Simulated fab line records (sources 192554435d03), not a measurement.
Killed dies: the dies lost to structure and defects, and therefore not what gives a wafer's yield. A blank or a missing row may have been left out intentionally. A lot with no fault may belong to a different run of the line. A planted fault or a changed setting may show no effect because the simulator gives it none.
Which tool was responsible?    flow n5Finfet    Sampling: 12 lots, 36 wafers, 6 of 1938 route steps

== WHAT THE GAUGES SHOWED, per wafer ==
N5_MOL_CONTACT_COAG_CD_MEAS_84: target cd 25.1 nm.
lot   measured      on        cdNm (nm)
L075  day 5 13:02   cdSem-02  25.49 25.13 25.22
L077  day 5 19:53   cdSem-02  25.28 25.57 25.32
L079  day 6 07:25   cdSem-02  25.38 25.05 25.02
L081  day 6 21:41   cdSem-02  24.86 25.34 24.76
L083  day 7 08:56   cdSem-03  25.15 25.11 25.11
L085  day 7 20:22   cdSem-03  24.83 24.97 24.91
L087  day 8 11:59   cdSem-01  25.10 25.19 25.52
L089  day 8 19:25   cdSem-01  25.02 25.52 25.13
L091  day 9 08:40   cdSem-01  25.07 25.42 25.33
L093  day 9 23:22   cdSem-01  24.96 24.96 25.07
L095  day 10 07:03  cdSem-01  25.10 24.78 24.49
L097  day 10 20:36  cdSem-01  24.61 24.74 25.01

== TOOL THAT RAN EACH LOT (tool first, then ch and the chambers of the sampled wafers, then the start) ==
lot   N5_GATE_CUT_ETCH_37               N5_GATE_CUT_CUT_ETCH_54           N5_GATE_CUT_CMP_43            N5_MOL_CONTACT_COAG_STRIP_98      N5_MOL_CONTACT_COAG_TI_SIL_19
L075  rieDiel-02 ch 0,2, day 4 19:22    rieMetal-01 ch 0,1, day 4 19:44   cmp-04 ch 1,2,3, day 4 22:11  rieDiel-04 ch 0,3, day 4 23:41    pvdSputter-02, day 5 02:28
L077  rieDiel-02 ch 0,2,3, day 5 05:11  rieMetal-01 ch 0,1, day 5 05:34   cmp-03 ch 0,1,2, day 5 07:46  rieDiel-05 ch 0,3, day 5 09:42    pvdSputter-01, day 5 10:19
L079  rieDiel-02 ch 0,1,2, day 5 19:19  rieMetal-02 ch 0,1, day 5 19:41   cmp-03 ch 0,1, day 5 22:01    rieDiel-04 ch 1,2, day 5 23:24    pvdSputter-01, day 5 23:59
L081  rieDiel-02 ch 0,1, day 6 07:56    rieMetal-02 ch 0,1, day 6 08:20   cmp-03 ch 0,2,3, day 6 10:46  rieDiel-05 ch 1,2, day 6 12:07    pvdSputter-03, day 6 14:16
L083  rieDiel-03 ch 0,2, day 6 18:28    rieMetal-02 ch 0, day 6 18:50     cmp-03 ch 1,3, day 6 21:14    rieDiel-04 ch 0,1, day 6 22:49    pvdSputter-03, day 7 01:02
L085  rieDiel-03 ch 1,2,3, day 7 05:26  rieMetal-02 ch 0,1, day 7 05:50   cmp-04 ch 0,3, day 7 08:01    rieDiel-04 ch 0,1,2, day 7 09:29  pvdSputter-01, day 7 12:10
L087  rieDiel-01 ch 0,2,3, day 7 18:41  rieMetal-03 ch 0,1, day 7 19:04   cmp-01 ch 1,2,3, day 7 21:23  rieDiel-04 ch 0,2,3, day 7 22:58  pvdSputter-02, day 7 23:33
L089  rieDiel-02 ch 1,3, day 8 05:16    rieMetal-02 ch 0,1, day 8 05:39   cmp-04 ch 1,3, day 8 07:58    rieDiel-05 ch 0,1,2, day 8 09:28  pvdSputter-02, day 8 11:03
L091  rieDiel-03 ch 0,2,3, day 8 17:49  rieMetal-01 ch 0,1, day 8 18:12   cmp-01 ch 0,2,3, day 8 21:06  rieDiel-05 ch 0,1,3, day 8 22:42  pvdSputter-01, day 9 00:11
L093  rieDiel-02 ch 0,3, day 9 09:25    rieMetal-03 ch 0,1, day 9 09:47   cmp-01 ch 0,1, day 9 12:04    rieDiel-04 ch 0,3, day 9 13:32    pvdSputter-01, day 9 16:14
L095  rieDiel-02 ch 0,1, day 9 17:20    rieMetal-02 ch 0,1, day 9 17:42   cmp-04 ch 0,3, day 9 19:59    rieDiel-06 ch 0,1, day 9 21:29    pvdSputter-01, day 9 22:01
L097  rieDiel-03 ch 2,3, day 10 05:18   rieMetal-01 ch 0,1, day 10 05:41  cmp-01 ch 0,3, day 10 08:10   rieDiel-05 ch 0,1, day 10 09:45   pvdSputter-01, day 10 11:49
- N5_GATE_CUT_ETCH_37: etches SOC in N2/H2, target depth 60 nm, overetch 12 nm, time 90 s.
- N5_GATE_CUT_CUT_ETCH_54: etches TiN in Cl2/BCl3, target depth 96.7 nm.
- N5_GATE_CUT_CMP_43: polishes SiO2.
- N5_MOL_CONTACT_COAG_STRIP_98: strips in N2/H2.
- N5_MOL_CONTACT_COAG_TI_SIL_19: material Ti, target thk 4.2 nm, time 15 s.

== THE ANSWER, worked out from the rows above alone ==
Rule: the usual values come from the lots themselves. Put in order of their means at a reading, lots are off if they are a third of the lots or fewer, leave a main group of 4 or more, and stand apart from it by a gap of 3 or more times the standard deviation of the main group's means; of several such gaps the widest counts. A main group is skipped when, at the precision printed for the reading in the tables above, its means are all equal. Also off: a lot with no number at a reading for which 4 or more lots have one. All remaining lots with rows at the step are treated as sound.
Nothing can be told from this: no lot is off at any reading shown.

== WHAT HAD BEEN PUT IN BY THE SIMULATOR ==
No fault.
